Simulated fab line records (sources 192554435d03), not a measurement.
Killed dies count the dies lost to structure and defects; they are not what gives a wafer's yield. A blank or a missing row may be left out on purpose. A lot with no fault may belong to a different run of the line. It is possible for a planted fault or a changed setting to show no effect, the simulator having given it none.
Split-lot study -- flow n5-finfet -- on a route of 1938 steps: 7 lots, 39 wafers read

## ON THE SPLIT
At N5_SD_EPI_N_ETCH_35 (etches SOC in N2/H2, overetch 108 nm, time 486 s), the setting source-w was moved away from the recipe's 3000 W on 18 of the 39 wafers read, by -17.3% to +14.6%. This setting was run at the recipe's value on the other wafers.

The reading comes from the split's own step.

## THE READING
rf-vpp-V, in V, at N5_SD_EPI_N_ETCH_35 (etches SOC in N2/H2, overetch 108 nm, time 486 s). Typical for fault-free wafers on this fab line: 240.8 V, with standard deviation 1.2 V.

wafer,"tool, chamber at the split","source-w as run, W",against the recipe,"rf-vpp-V, V",against lot-mates on the recipe
L081.1,"rie-diel-04, 2",2704,-9.9%,251.4,+10.3
L081.2,"rie-diel-04, 3",2704,-9.9%,252.4,+11.3
L081.3,"rie-diel-04, 1",2704,-9.9%,248.0,+6.9
L081.4,"rie-diel-04, 0",3000,recipe,240.8,-
L081.5,"rie-diel-04, 0",3000,recipe,240.5,-
L081.6,"rie-diel-04, 3",3000,recipe,241.9,-
L085.1,"rie-diel-03, 3",2835,-5.5%,245.6,+5.4
L085.2,"rie-diel-03, 1",2835,-5.5%,245.4,+5.2
L085.3,"rie-diel-03, 0",2835,-5.5%,245.0,+4.8
L085.4,"rie-diel-03, 1",3000,recipe,240.1,-
L085.5,"rie-diel-03, 0",3000,recipe,240.3,-
L085.6,"rie-diel-03, 3",3000,recipe,240.3,-
L087.1,"rie-diel-01, 1",2481,-17.3%,259.3,+18.8
L087.2,"rie-diel-01, 3",2481,-17.3%,258.9,+18.4
L087.3,"rie-diel-01, 0",2481,-17.3%,256.0,+15.5
L087.4,"rie-diel-01, 2",3000,recipe,240.4,-
L087.5,"rie-diel-01, 3",3000,recipe,240.2,-
L087.6,"rie-diel-01, 2",3000,recipe,241.0,-
L089.1,"rie-diel-04, 2",3000,recipe,240.8,-
L089.2,"rie-diel-04, 1",3000,recipe,238.1,-
L089.3,"rie-diel-04, 3",3358,+11.9%,232.8,-7.4
L089.4,"rie-diel-04, 3",3000,recipe,241.8,-
L089.5,"rie-diel-04, 2",3358,+11.9%,232.0,-8.2
L089.6,"rie-diel-04, 1",3358,+11.9%,231.5,-8.7
L093.1,"rie-diel-03, 3",3000,recipe,239.9,-
L093.2,"rie-diel-03, 0",2768,-7.7%,247.2,+6.9
L093.3,"rie-diel-03, 2",3000,recipe,241.0,-
L093.4,"rie-diel-03, 1",2768,-7.7%,247.2,+6.9
L093.5,"rie-diel-03, 1",2768,-7.7%,245.6,+5.3
L093.6,"rie-diel-03, 0",3000,recipe,240.1,-
L095.2,"rie-diel-04, 0",3000,recipe,239.8,-
L095.3,"rie-diel-04, 2",3000,recipe,242.0,-
L095.6,"rie-diel-04, 2",3000,recipe,240.9,-
L096.1,"rie-diel-01, 2",3439,+14.6%,228.4,-11.8
L096.2,"rie-diel-01, 3",3000,recipe,240.1,-
L096.3,"rie-diel-01, 0",3000,recipe,239.6,-
L096.4,"rie-diel-01, 1",3439,+14.6%,232.4,-7.8
L096.5,"rie-diel-01, 0",3439,+14.6%,230.6,-9.6
L096.6,"rie-diel-01, 3",3000,recipe,240.9,-

FIT RESULTS
A straight line over all 39 wafers: rf-vpp-V changes by -0.849 V for each +1% of source-w; r = -0.98; the points scatter about the line by 1.5 V.
The same after taking each lot's own level away (the mean of its wafers on the recipe; 39 wafers): -0.835 V for each +1%; r = -0.98; scatter 1.5 V.
That fit puts the effect of the largest move of source-w on the reading at 14 V.
From 240.20 to 241.07 V: that is the span of the lots' own levels, equal to 0.7 times the standard deviation above.
The two slopes are in agreement: the lot-to-lot level therefore moves the slope only a little.
Check: with one of the wafers moved furthest among these (-17.3%) left out of the fit, the line predicts +14.6 V for it against its lot-mates. Against them it came out at +18.8 V.
Tool readings at the split's step, against how far the setting was moved: rf-vpp-V r = -0.98.

## ADDITIONAL SPLITS CARRIED BY THESE WAFERS
Other splits were also applied to these wafers ahead of the reading. Each is held against what the fit with the lots' levels taken away leaves over:
other split on the same wafers,wafers away from the commonest value,r with rf-vpp-V (lot level and that fit taken away)
N5_PMOS_HMC_CHANNEL_EPI_EPI_20 pressure-torr,30,-0.17

## FILE'S OWN FIT
rf-vpp-V changes by -0.847 V for each +1% of source-w, r = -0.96.
